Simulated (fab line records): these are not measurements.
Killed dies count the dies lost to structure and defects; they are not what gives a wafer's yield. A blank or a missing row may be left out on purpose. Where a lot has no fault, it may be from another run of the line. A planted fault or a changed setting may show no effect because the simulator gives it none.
A struck lot beside a sound one :: flow nandHarc :: 14 steps out of a route of 1159
Sound: these wafers, L881.1, L881.5, L881.6. Wafers L872.1, L872.2, L872.4 were the ones struck. The cause is given at the end.
At each step with rows: each side's tool, then ch and its chambers, then its first start. Under that, the readings that differ: sound wafers :: struck wafers :: difference of the means :: sigmas: that difference in standard deviations of wafers without a fault.
alike: words and numbers the same on both sides, and readings whose means are apart by under 2 such deviations; not compared: readings that were withheld, readings missing a value for some wafer, numbers with overlapping values and no deviation given by the record, and bounds like >300 which may hide the same value.
Wherever a step has rows on one side only, a row that says differs or no value, or a row with sigmas, the two part there. When numbers do not overlap yet have no deviation, they are printed without sigmas and do not part them. A reading missing from all wafers of one side parts the sides only when that side holds two or more wafers.

first, 1 step without rows for these wafers: NHARC_A_M0_DEVELOP_08 (develop time 35 s).
NHARC_A_M0_CD_MEAS_09 targets a cd of 80 nm.
  sound on cdSem-03 ch 0, day 20 10:13; struck on cdSem-03 ch 0, day 18 06:55
  alike: cdNm
NHARC_A_M0_OVL_MEAS_10: pitch 160 nm.
  sound on overlay-01 at day 20 10:17; struck on overlay-02 at day 18 07:00
reading: overlayXNm (nm)
sound: -0.3 0.0 0.1
struck: -2.0 -1.7 -1.7
difference: -1.7
sigmas: -2

reading: overlayYNm (nm)
sound: 1.3 1.1 0.9
struck: -1.5 -0.8 -0.7
difference: -2.1
sigmas: -3
NHARC_A_M0_INSPECT_11:
  sound on defectInspect-02 at day 20 10:20; struck on defectInspect-01 at day 18 07:02
  alike: rawDefectCount
then, 1 step without rows for these wafers: NHARC_A_M0_DESCUM_14 (chemistry O2, time 3 s).
NHARC_A_M0_ETCH_34: etches the open film in N2/H2, target depth 40 nm, overetch 12 nm, time 43.94 s.
  sound on rieDiel-01 ch 0,1, day 20 10:36; struck on rieDiel-03 ch 0,1,2, day 18 07:11
  alike: drypumpMotorCurrentA, oesProductAu, rfVppV, showerheadPlenumPTorr, throttleValvePct
  not compared: rfHoursCounterH
then, 1 step without rows for these wafers: NHARC_A_M0_ETCH_15 (etches the open film in C4F8/Ar, target depth 150 nm, overetch 15 nm, time 82.5 s).
NHARC_A_M0_CD_MEAS_16:
  sound on cdSem-01 at day 20 10:49; struck on cdSem-01 at day 18 07:23
  alike: cdNm
NHARC_A_M0_STRIP_18: strips in N2/H2.
  sound on rieDiel-03 ch 0,3, day 20 10:53; struck on rieDiel-01 ch 0,2,3, day 18 07:29
  alike: drypumpMotorCurrentA, oesProductAu, rfVppV, showerheadPlenumPTorr, throttleValvePct
  not compared: rfHoursCounterH
then, 1 step without rows for these wafers: NHARC_A_M0_STRIP_19 (strips in post etch residue remover, time 600 s).
NHARC_A_M0_DEGAS_28: time 60 s.
  sound on pvdSputter-02 at day 20 11:27; struck on pvdSputter-01 at day 18 08:01
  alike: heaterPowerW
NHARC_A_M0_PRE_CLEAN_29: time 30 s.
  sound on pvdSputter-02; struck on pvdSputter-01
  alike: heaterPowerW
NHARC_A_M0_PVD_20: deposits TaN, target thk 5 nm, time 8.06 s.
  sound on pvdSputter-02 at day 20 11:34; struck on pvdSputter-01 at day 18 08:07
  no value came back on the struck wafers for biasV (V), cathodeDcPowerW (W), chamberPressurePa (Pa), throttleValvePct (%); on the sound wafers biasV (V) reads 168.7 169.8 168.5
NHARC_A_M0_PVD_21: deposits Cu, target thk 30 nm, time 20.49 s.
  sound on pvdSputter-02; struck on pvdSputter-01
  alike: cathodeDcPowerW, chamberPressurePa, throttleValvePct

WHERE THEY PART
Last at NHARC_A_M0_PVD_20 as far as this record goes, first at NHARC_A_M0_OVL_MEAS_10. Later steps at which nothing parts them and some readings are alike: NHARC_A_M0_PVD_21.

WHY: whatever the simulator had introduced
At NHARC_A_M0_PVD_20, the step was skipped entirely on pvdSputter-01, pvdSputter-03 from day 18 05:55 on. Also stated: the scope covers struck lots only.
